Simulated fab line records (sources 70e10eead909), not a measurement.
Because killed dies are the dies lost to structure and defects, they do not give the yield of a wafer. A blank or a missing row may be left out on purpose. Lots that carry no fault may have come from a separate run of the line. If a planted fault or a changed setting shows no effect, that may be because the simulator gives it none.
fab line records :: flow nand-harc
[record]
  lots = 5
  wafers = 15
  last-day = 25
route steps=1159 shown A_CHANNEL_HOLE_D1@465 A_CHANNEL_FILL_D1@490 END@1159
lots that met no fault: from a run of the same line without faults
start-h: hours from the record's opening day to when the first of the lot's shown wafers began :: wait-h: hours since the lot's step before :: " identical to the entry in the row above :: L1.1+2: a row that stands for several wafers :: - value missing, or start not given :: * or withheld: withheld :: < > ~ a bound
route shown NAME@n: a module of which the file shows steps, and the number in the route of the first :: usual: mean and standard deviation over wafers with no fault :: same: alike in all rows :: chamber/n: place in a boat :: sites: each site's reading :: _std_site: standard deviation of those values :: _edge_site: inner sites' mean taken away from outer sites' mean :: radius-mm: for every site, how far away it sits from the centre of the wafer :: mask NAME#n: copy n :: behind: the tool/chamber that last shaped the wafer :: hold: what put the lot on hold/how long, in hours/how the hold closed :: device: the transistor (n, p or np) that didn't switch :: end of line: tests run on the same wafers once the route is complete :: step lacking rows: just its recipe :: killed: not the wafer's yield, but the dies lost to structure and defects at the first sort :: map: a wafer's dies, x killed, . not, _ none there
set.NAME: setting as actually run; set.NAME@STEP: the setting as run at that earlier step :: model.NAME: the simulator's own value behind a step, which no gauge read
certain route steps with their lots: each step a table, each wafer a row
[[steps]]
[step NHARC_A_CHANNEL_HOLE_D1_DESCUM_15]
[recipe]
  time-s = 3
  o2-flow-sccm = 200
  ar-flow-sccm = 0
  bias-power-w = 0
  chemistry = O2
[step NHARC_A_CHANNEL_HOLE_D1_ETCH_38]
[recipe]
  target-depth-a = 390
  over-etch-frac = 0.3
  time-s = 65
  ion-energy-ev = 80
  cf4-flow-sccm = 150
  ar-flow-sccm = 0
  rf-w = 300
  bias-w = 100
  chemistry = CF4
[step NHARC_A_CHANNEL_HOLE_D1_ETCH_39]
[recipe]
  target-depth-a = 2600
  over-etch-frac = 0.3
  time-s = 325
  ion-energy-ev = 200
  n2-flow-sccm = 150
  h2-flow-sccm = 150
  ar-flow-sccm = 0
  rf-w = 400
  bias-w = 150
  chemistry = N2/H2
[step NHARC_A_CHANNEL_HOLE_D1_ETCH_34]
[recipe]
  target-depth-a = 1540
  time-s = 77
  cf4-flow-sccm = 100
  chf3-flow-sccm = 30
  ar-flow-sccm = 0
  rf-w = 500
  bias-w = 200
  chemistry = CF4/CHF3
[step NHARC_A_CHANNEL_HOLE_D1_ETCH_16]
[recipe]
  target-depth-a = 31000
  over-etch-frac = 0.3
  time-s = 806
  ion-energy-ev = 150
  o2-flow-sccm = 400
  cos-flow-sccm = 20
  ar-flow-sccm = 0
  rf-w = 500
  bias-w = 300
  chemistry = O2/COS
[step NHARC_A_CHANNEL_HOLE_D1_ETCH_19]
[recipe]
  bias-v = 1200
  source-w = 2500
  pressure-mtorr = 15
  time-s = 34.5
  ar-flow-sccm = 375
  c4f8-flow-sccm = 28.8
  o2-flow-sccm = 96.2
  temp-c = -20
  target-depth-a = *
  chemistry = C4F8/O2/Ar
[step NHARC_A_CHANNEL_HOLE_D1_ETCH_20]
[recipe]
  bias-v = 3000
  source-w = withheld
  pressure-mtorr = 20
  time-s = 361.9
  ar-flow-sccm = 375
  c4f8-flow-sccm = 89.3
  o2-flow-sccm = 35.7
  temp-c = -20
  target-depth-a = 16000
  chemistry = C4F8/O2/Ar
[step NHARC_A_CHANNEL_HOLE_D1_ETCH_21]
[recipe]
  bias-v = 3000
  source-w = withheld
  pressure-mtorr = 20
  time-s = 514.3
  ar-flow-sccm = 375
  c4f8-flow-sccm = 89.3
  o2-flow-sccm = 35.7
  temp-c = -20
  target-depth-a = 16000
  chemistry = C4F8/O2/Ar
[step NHARC_A_CHANNEL_HOLE_D1_ETCH_22]
[recipe]
  bias-v = 3000
  source-w = withheld
  pressure-mtorr = 20
  time-s = 666.7
  ar-flow-sccm = 375
  c4f8-flow-sccm = 89.3
  o2-flow-sccm = 35.7
  temp-c = -20
  target-depth-a = 16000
  chemistry = C4F8/O2/Ar
[usual]
  c4f8-flow-sccm = 89.31/0.26
  drypump-motor-current-A = 5.6/0.43
  he-backside-leak-sccm = 5.6/0.55
  showerhead-plenum-p-Torr = 3.73/0.1
  throttle-valve-pct = 32.155/0.0099
lot.wafer: L809.1
tool: har-etch-02
chamber: 0
start-h: 262.36
wait-h: 0.4
c4f8-flow-sccm: 89.21
drypump-motor-current-A: 5.9
he-backside-leak-sccm: 5.5
rf-hours-counter-h: 147
showerhead-plenum-p-Torr: 3.85
throttle-valve-pct: 32.145

lot.wafer: L809.2
tool: har-etch-02
chamber: 1
start-h: 262.36
wait-h: 0.4
c4f8-flow-sccm: 89.35
drypump-motor-current-A: 5.4
he-backside-leak-sccm: 5.2
rf-hours-counter-h: 147
showerhead-plenum-p-Torr: 3.62
throttle-valve-pct: 32.161

lot.wafer: L809.6
tool: har-etch-02
chamber: 0
start-h: 262.36
wait-h: 0.4
c4f8-flow-sccm: 89.43
drypump-motor-current-A: 5.9
he-backside-leak-sccm: 5.5
rf-hours-counter-h: -
showerhead-plenum-p-Torr: 3.85
throttle-valve-pct: 32.140

lot.wafer: L812.2
tool: har-etch-01
chamber: 0
start-h: 269.73
wait-h: 0.4
c4f8-flow-sccm: 88.80
drypump-motor-current-A: 6.0
he-backside-leak-sccm: 5.3
rf-hours-counter-h: 222
showerhead-plenum-p-Torr: 3.81
throttle-valve-pct: 32.174

lot.wafer: L812.1
tool: har-etch-01
chamber: 1
start-h: 269.73
wait-h: 0.4
c4f8-flow-sccm: 89.13
drypump-motor-current-A: 4.9
he-backside-leak-sccm: 5.6
rf-hours-counter-h: 222
showerhead-plenum-p-Torr: 3.64
throttle-valve-pct: 32.142

lot.wafer: L812.6
tool: har-etch-01
chamber: 0
start-h: 269.73
wait-h: 0.4
c4f8-flow-sccm: 89.18
drypump-motor-current-A: 6.1
he-backside-leak-sccm: 5.2
rf-hours-counter-h: -
showerhead-plenum-p-Torr: 3.81
throttle-valve-pct: 32.153

lot.wafer: L811.1
tool: har-etch-02
chamber: 1
start-h: 270.88
wait-h: 0.4
c4f8-flow-sccm: 89.55
drypump-motor-current-A: 5.4
he-backside-leak-sccm: 5.7
rf-hours-counter-h: 151
showerhead-plenum-p-Torr: 3.62
throttle-valve-pct: 32.159

lot.wafer: L811.4
tool: har-etch-02
chamber: 0
start-h: 270.88
wait-h: 0.4
c4f8-flow-sccm: 89.14
drypump-motor-current-A: 5.9
he-backside-leak-sccm: 5.6
rf-hours-counter-h: -
showerhead-plenum-p-Torr: 3.85
throttle-valve-pct: 32.162

lot.wafer: L811.6
tool: har-etch-02
chamber: 0
start-h: 270.88
wait-h: 0.4
c4f8-flow-sccm: 89.42
drypump-motor-current-A: 5.9
he-backside-leak-sccm: 5.6
rf-hours-counter-h: -
showerhead-plenum-p-Torr: 3.85
throttle-valve-pct: 32.154

lot.wafer: L813.3
tool: har-etch-02
chamber: 1
start-h: 278.95
wait-h: 0.4
c4f8-flow-sccm: 89.39
drypump-motor-current-A: 5.4
he-backside-leak-sccm: 5.2
rf-hours-counter-h: -
showerhead-plenum-p-Torr: 3.61
throttle-valve-pct: 32.158

lot.wafer: L813.4
tool: har-etch-02
chamber: 0
start-h: 278.95
wait-h: 0.4
c4f8-flow-sccm: 89.55
drypump-motor-current-A: 5.9
he-backside-leak-sccm: 5.6
rf-hours-counter-h: -
showerhead-plenum-p-Torr: 3.84
throttle-valve-pct: 32.153

lot.wafer: L813.6
tool: har-etch-02
chamber: 0
start-h: 278.95
wait-h: 0.4
c4f8-flow-sccm: 89.39
drypump-motor-current-A: 5.9
he-backside-leak-sccm: 5.4
rf-hours-counter-h: -
showerhead-plenum-p-Torr: 3.84
throttle-valve-pct: 32.151

lot.wafer: L817.3
tool: har-etch-02
chamber: 0
start-h: 293.19
wait-h: 0.4
c4f8-flow-sccm: 89.44
drypump-motor-current-A: 5.9
he-backside-leak-sccm: 5.7
rf-hours-counter-h: -
showerhead-plenum-p-Torr: 3.84
throttle-valve-pct: 32.143

lot.wafer: L817.4
tool: har-etch-02
chamber: 1
start-h: 293.19
wait-h: 0.4
c4f8-flow-sccm: 89.53
drypump-motor-current-A: 5.4
he-backside-leak-sccm: 5.3
rf-hours-counter-h: -
showerhead-plenum-p-Torr: 3.61
throttle-valve-pct: 32.149

lot.wafer: L817.6
tool: har-etch-02
chamber: 0
start-h: 293.19
wait-h: 0.4
c4f8-flow-sccm: 89.33
drypump-motor-current-A: 5.9
he-backside-leak-sccm: 5.8
rf-hours-counter-h: -
showerhead-plenum-p-Torr: 3.84
throttle-valve-pct: 32.145
[step NHARC_A_CHANNEL_HOLE_D1_ETCH_23]
[recipe]
  bias-v = 5000
  source-w = withheld
  pressure-mtorr = 20
  time-s = 819
  ar-flow-sccm = 375
  c4f8-flow-sccm = 89.3
  o2-flow-sccm = 35.7
  temp-c = -20
  target-depth-a = 16000
  chemistry = C4F8/O2/Ar
[step NHARC_A_CHANNEL_HOLE_D1_ETCH_24]
[recipe]
  bias-v = 5000
  source-w = withheld
  pressure-mtorr = 20
  time-s = 906.2
  ar-flow-sccm = 375
  c4f8-flow-sccm = 93.8
  o2-flow-sccm = 31.2
  temp-c = -20
  target-depth-a = 15000
  chemistry = C4F8/O2/Ar
[step NHARC_A_CHANNEL_HOLE_D1_ETCH_25]
[recipe]
  bias-v = 5000
  source-w = withheld
  pressure-mtorr = 20
  time-s = 1040.2
  ar-flow-sccm = 375
  c4f8-flow-sccm = 93.8
  o2-flow-sccm = 31.2
  temp-c = -20
  target-depth-a = 15000
  chemistry = C4F8/O2/Ar
[step NHARC_A_CHANNEL_HOLE_D1_ETCH_26]
[recipe]
  bias-v = 300
  source-w = 2000
  pressure-mtorr = 30
  time-s = 224.1
  ar-flow-sccm = 375
  c4f8-flow-sccm = 11.4
  o2-flow-sccm = 113.6
  temp-c = -20
  target-depth-a = 3000
  chemistry = C4F8/O2/Ar
[step NHARC_A_CHANNEL_HOLE_D1_ETCH_33]
[recipe]
  bias-v = 400
  source-w = 2000
  pressure-mtorr = 25
  time-s = 90
  ar-flow-sccm = 375
  c4f8-flow-sccm = 41.7
  o2-flow-sccm = 83.3
  temp-c = -20
  target-depth-a = 4000
  chemistry = C4F8/O2/Ar
[step NHARC_A_CHANNEL_HOLE_D1_STRIP_41]
[recipe]
  n2-flow-sccm = 150
  h2-flow-sccm = 150
  ar-flow-sccm = 0
  bias-w = 0
  chemistry = N2/H2
[step NHARC_A_CHANNEL_HOLE_D1_STRIP_42]
[recipe]
  cf4-flow-sccm = 100
  chf3-flow-sccm = 30
  ar-flow-sccm = 0
  bias-w = 0
  chemistry = CF4/CHF3
[step NHARC_A_CHANNEL_HOLE_D1_STRIP_43]
[recipe]
  o2-flow-sccm = 400
  cos-flow-sccm = 20
  ar-flow-sccm = 0
  bias-w = 0
  chemistry = O2/COS
[step NHARC_A_CHANNEL_HOLE_D1_ETCH_44]
[recipe]
  target-depth-a = 1400
  overetch-a = 140
  time-s = 77
  ion-energy-ev = 100
  cf4-flow-sccm = 80
  o2-flow-sccm = 20
  ar-flow-sccm = 0
  rf-w = 300
  bias-w = 100
  chemistry = CF4/O2
[step NHARC_A_CHANNEL_HOLE_D1_STRIP_27]
[recipe]
  o2-flow-sccm = 500
  ar-flow-sccm = 0
  bias-w = 0
  chemistry = O2
[step NHARC_A_CHANNEL_HOLE_D1_PRECLEAN_28]
[recipe]
  time-s = *
  temp-c = 50
  bath-age-min = 0
  chemistry = SC1
[step NHARC_A_CHANNEL_HOLE_D1_SRD_29]
[step NHARC_A_CHANNEL_HOLE_D1_XSEM_31]
[recipe]
  landing-energy-ev = 35000
[step NHARC_A_CHANNEL_HOLE_D1_INSPECT_40]
[usual]
  raw-defect-count = 61/18
lot.wafer: L809.1
tool: defect-inspect-02
chamber: -
start-h: 267.24
wait-h: -
raw-defect-count: 49

lot.wafer: L809.2
tool: defect-inspect-02
chamber: -
start-h: 267.24
wait-h: -
raw-defect-count: 55

lot.wafer: L809.6
tool: defect-inspect-02
chamber: -
start-h: 267.24
wait-h: -
raw-defect-count: 59

lot.wafer: L812.1
tool: defect-inspect-02
chamber: -
start-h: 274.59
wait-h: -
raw-defect-count: 63

lot.wafer: L812.2
tool: defect-inspect-02
chamber: -
start-h: 274.59
wait-h: -
raw-defect-count: 78

lot.wafer: L812.6
tool: defect-inspect-02
chamber: -
start-h: 274.59
wait-h: -
raw-defect-count: 77

lot.wafer: L811.1
tool: defect-inspect-02
chamber: -
start-h: 275.73
wait-h: -
raw-defect-count: 330

lot.wafer: L811.4
tool: defect-inspect-02
chamber: -
start-h: 275.73
wait-h: -
raw-defect-count: 353

lot.wafer: L811.6
tool: defect-inspect-02
chamber: -
start-h: 275.73
wait-h: -
raw-defect-count: 345

lot.wafer: L813.3
tool: defect-inspect-02
chamber: -
start-h: 283.58
wait-h: -
raw-defect-count: 311

lot.wafer: L813.4
tool: defect-inspect-02
chamber: -
start-h: 283.58
wait-h: -
raw-defect-count: 341

lot.wafer: L813.6
tool: defect-inspect-02
chamber: -
start-h: 283.58
wait-h: -
raw-defect-count: 299

lot.wafer: L817.3
tool: defect-inspect-02
chamber: -
start-h: 297.85
wait-h: -
raw-defect-count: 327

lot.wafer: L817.4
tool: defect-inspect-02
chamber: -
start-h: 297.85
wait-h: -
raw-defect-count: 298

lot.wafer: L817.6
tool: defect-inspect-02
chamber: -
start-h: 297.85
wait-h: -
raw-defect-count: 329
[step NHARC_A_CHANNEL_FILL_D1_PRECLEAN_00]
[recipe]
  time-s = *
  temp-c = 50
  bath-age-min = 0
  chemistry = SC1
[step NHARC_END_SORT_01]
[recipe]
  temp-c = 25
[usual]
  killed-at-array = 28/9.1
  killed-at-other = 0.6/0.87
  killed-at-periphery = 3.4/2.7
  killed-dies = 32/9
  killed-open = 3.2/1.9
  killed-short = 2.0/1.3
[same]
  gross-dies = 677
lot.wafer: L811.1
tool: prober-02
chamber: 0
start-h: 556.80
wait-h: 2.5
killed-at-array: 66
killed-at-other: 0
killed-at-periphery: 11
killed-dies: 77
killed-open: 3
killed-short: 2

lot.wafer: L811.4
tool: prober-02
chamber: 0
start-h: 559.17
wait-h: 3.4
killed-at-array: 74
killed-at-other: 3
killed-at-periphery: 12
killed-dies: 89
killed-open: 2
killed-short: 2

lot.wafer: L811.6
tool: prober-02
chamber: 0
start-h: 560.76
wait-h: 4.0
killed-at-array: 76
killed-at-other: 2
killed-at-periphery: 7
killed-dies: 85
killed-open: 2
killed-short: 4

lot.wafer: L809.1
tool: prober-02
chamber: 0
start-h: 572.40
wait-h: 2.5
killed-at-array: 36
killed-at-other: 2
killed-at-periphery: 5
killed-dies: 43
killed-open: 4
killed-short: 0

lot.wafer: L809.2
tool: prober-02
chamber: 0
start-h: 573.19
wait-h: 2.8
killed-at-array: 28
killed-at-other: 0
killed-at-periphery: 3
killed-dies: 31
killed-open: 2
killed-short: 2

lot.wafer: L809.6
tool: prober-02
chamber: 0
start-h: 576.36
wait-h: 4.0
killed-at-array: 37
killed-at-other: 1
killed-at-periphery: 2
killed-dies: 40
killed-open: 2
killed-short: 3

lot.wafer: L813.3
tool: prober-02
chamber: 0
start-h: 589.56
wait-h: 3.1
killed-at-array: 51
killed-at-other: 0
killed-at-periphery: 3
killed-dies: 54
killed-open: 0
killed-short: 0

lot.wafer: L813.4
tool: prober-02
chamber: 0
start-h: 590.36
wait-h: 3.4
killed-at-array: 63
killed-at-other: 1
killed-at-periphery: 7
killed-dies: 71
killed-open: 1
killed-short: 2

lot.wafer: L813.6
tool: prober-02
chamber: 0
start-h: 591.95
wait-h: 4.0
killed-at-array: 74
killed-at-other: 0
killed-at-periphery: 8
killed-dies: 82
killed-open: 5
killed-short: 2

lot.wafer: L817.3
tool: prober-01
chamber: 0
start-h: 596.87
wait-h: 3.1
killed-at-array: 66
killed-at-other: 0
killed-at-periphery: 3
killed-dies: 69
killed-open: 0
killed-short: 0

lot.wafer: L817.4
tool: prober-01
chamber: 0
start-h: 597.67
wait-h: 3.4
killed-at-array: 55
killed-at-other: 2
killed-at-periphery: 2
killed-dies: 59
killed-open: 2
killed-short: 4

lot.wafer: L817.6
tool: prober-01
chamber: 0
start-h: 599.27
wait-h: 4.0
killed-at-array: 79
killed-at-other: 0
killed-at-periphery: 0
killed-dies: 79
killed-open: 3
killed-short: 1
// killed by level:class
L811.1 A_CHANNEL_HOLE_D1:unspecified=50 A_CONTACT:chamber-film-flake=6 P_M0:chamber-film-flake=5 A_STAIRCASE:chamber-film-flake=4 A_WL_FILL:geometric-particle:short=2 P_STI:chamber-film-flake=2 A_ZERO_WELL:chamber-film-flake=2 P_GATE:geometric-particle:open=1
L811.4 A_CHANNEL_HOLE_D1:unspecified=64 P_M0:chamber-film-flake=5 P_GATE:chamber-film-flake=3 A_STAIRCASE:chamber-film-flake=3 THIN_TSV:chamber-film-flake=3 A_CHANNEL_HOLE_D1:chamber-film-flake=2 A_CONTACT:chamber-film-flake=2 P_M2:geometric-particle:short=1
L811.6 A_CHANNEL_HOLE_D1:unspecified=66 P_M0:chamber-film-flake=4 A_CONTACT:chamber-film-flake=4 A_ONON_D1:geometric-particle:short=1 A_CHANNEL_HOLE_D1:geometric-particle:short=1 A_CHANNEL_FILL_D1:geometric-particle:short=1 A_CHANNEL_FILL_D1:geometric-particle:open=1 A_M1:geometric-particle:open=1
L809.1 A_SLIT:chamber-film-flake=17 A_CHANNEL_HOLE_D1:chamber-film-flake=8 P_M0:chamber-film-flake=3 A_BONDPAD:chamber-film-flake=3 A_STAIRCASE:chamber-film-flake=2 A_CONTACT:chamber-film-flake=2 THIN_TSV:chamber-film-flake=2 P_CONTACT:geometric-particle:open=1
L809.2 A_SLIT:chamber-film-flake=13 A_BONDPAD:chamber-film-flake=5 P_M0:chamber-film-flake=3 A_CHANNEL_HOLE_D1:chamber-film-flake=3 A_STAIRCASE:chamber-film-flake=2 A_SOURCE_PLATE:geometric-particle:open=1 A_CHANNEL_HOLE_D1:geometric-particle:short=1 A_SGD_CUT:geometric-particle:open=1
L809.6 A_SLIT:chamber-film-flake=14 A_CHANNEL_HOLE_D1:chamber-film-flake=6 A_STAIRCASE:chamber-film-flake=5 A_BONDPAD:chamber-film-flake=5 P_M0:chamber-film-flake=2 A_SOURCE_PLATE:geometric-particle:short=1 A_CHANNEL_HOLE_D1:geometric-particle:short=1 A_CHANNEL_FILL_D1:geometric-particle:short=1
L813.3 A_CHANNEL_HOLE_D1:unspecified=48 P_STI:chamber-film-flake=2 A_CONTACT:chamber-film-flake=2 P_M2:chamber-film-flake=1 A_SLIT:chamber-film-flake=1
L813.4 A_CHANNEL_HOLE_D1:unspecified=55 P_STI:chamber-film-flake=5 A_SLIT:chamber-film-flake=4 A_CHANNEL_FILL_D1:geometric-particle:open=1 A_WL_FILL:geometric-particle:short=1 P_GATE:chamber-film-flake=1 P_M1:chamber-film-flake=1 STARTING-WAFER:geometric-particle:short=1
L813.6 A_CHANNEL_HOLE_D1:unspecified=61 A_CONTACT:geometric-particle:open=4 P_STI:chamber-film-flake=4 A_SLIT:chamber-film-flake=4 P_M1:chamber-film-flake=2 A_CONTACT:chamber-film-flake=2 P_M0:geometric-particle:open=1 A_SGD_CUT:geometric-particle:short=1
L817.3 A_CHANNEL_HOLE_D1:unspecified=62 A_CONTACT:chamber-film-flake=4 P_GATE:chamber-film-flake=2 P_STI:chamber-film-flake=1
L817.4 A_CHANNEL_HOLE_D1:unspecified=45 A_CHANNEL_HOLE_D1:chamber-film-flake=2 THIN_TSV:chamber-film-flake=2 P_M0:geometric-particle:short=1 A_SOURCE_PLATE:geometric-particle:short=1 A_ONON_D1:geometric-particle:short=1 A_CHANNEL_FILL_D1:geometric-particle:short=1 A_WL_FILL:geometric-particle:open=1
L817.6 A_CHANNEL_HOLE_D1:unspecified=68 A_CHANNEL_HOLE_D1:chamber-film-flake=4 A_CONTACT:chamber-film-flake=2 A_CHANNEL_HOLE_D1:geometric-particle:open=1 A_WL_FILL:geometric-particle:short=1 A_WL_FILL:geometric-particle:open=1 A_CONTACT:geometric-particle:open=1 A_STAIRCASE:chamber-film-flake=1
// map L811.4 (x killed, . not)
____________.____________
_________......._________
_______....x......_______
______.x...........______
_____x....x........._____
____xxx.x............____
____xxxxx.x..........____
___xxxx..x............___
___xxxxxx.............___
__xxxxxx.x.............__
__xxxxxx..............x__
_xxxxxxxxx.......x......_
_.xxxxxxx..............._
_xxxxxx.x..............._
_.xxxxxx................_
_xxxxxxxx..x............_
.........................
.x.......................
.........................
..................x..xx..
....................x....
_...................x..._
_...................x..._
_........x.............._
_...............x.....x._
_......................._
__.....................__
__.....................__
___...................___
___..x................___
____.................____
____.................____
_____..............._____
______.............______
_______..........._______
_________......._________
____________.____________
// map L813.6 (x killed, . not)
____________.____________
_________......._________
_______..........._______
______.............______
_____..............._____
____xxx..............____
____xxx..............____
___xxxxx..............___
___xxxx.x.............___
__xxxxxxx..............__
__xxxxxx.x.............__
_xxxxxxxxx.........x...._
_.xxxxxxx..............._
_.xxxxxx................_
_.xxx.xx....x......x...._
_x..xxxx.....x.........._
.....xx.........x....x...
x....x....xx...........x.
..................x......
...............x.........
.........................
_....x.................._
_......................._
_......................._
_......................._
_......................._
__.....................__
__......x..............__
___...................___
___..........x........___
____.................____
____.................____
_____..............._____
______.x...........______
_______..........._______
_________x......_________
____________.____________
[[key]]
[first-sign]
  step = NHARC_A_CHANNEL_HOLE_D1_INSPECT_40
  reading = raw-defect-count
  direction = up
  sigmas = 15
  usual = 61
  struck = 326
[effect]
  step = NHARC_END_SORT_01
  reading = killed-dies
  direction = up
  sigmas = 4.7
  usual = 32
  struck = 74
[more-kills-born-at]
  NHARC_A_CHANNEL_HOLE_D1_ETCH_22@har-etch-02 = 451
met-at NHARC_A_CHANNEL_HOLE_D1_ETCH_22
struck-wafers L811.1,L811.4,L811.6,L813.3,L813.4,L813.6,L817.3,L817.4,L817.6
tester-left-out L811,L813,L817
onset-between 262.36 270.88
also-fits time
[fault]
  kind = chamber-particle-source
  tool = har-etch-02
  chamber = -
  onset-h = 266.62
  steps = NHARC_A_CHANNEL_HOLE_D1_ETCH_22
  rate-per-visit-cm2 = 0.4217
  end-h = 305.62
// tester-left-out: of these lots the tester's yield and bins aren't shown, on N5 and GAA mostly nor the transistor test; their killed dies are dies lost to structure and defects alone, not to doping, threshold or leakage, so they don't give the yield
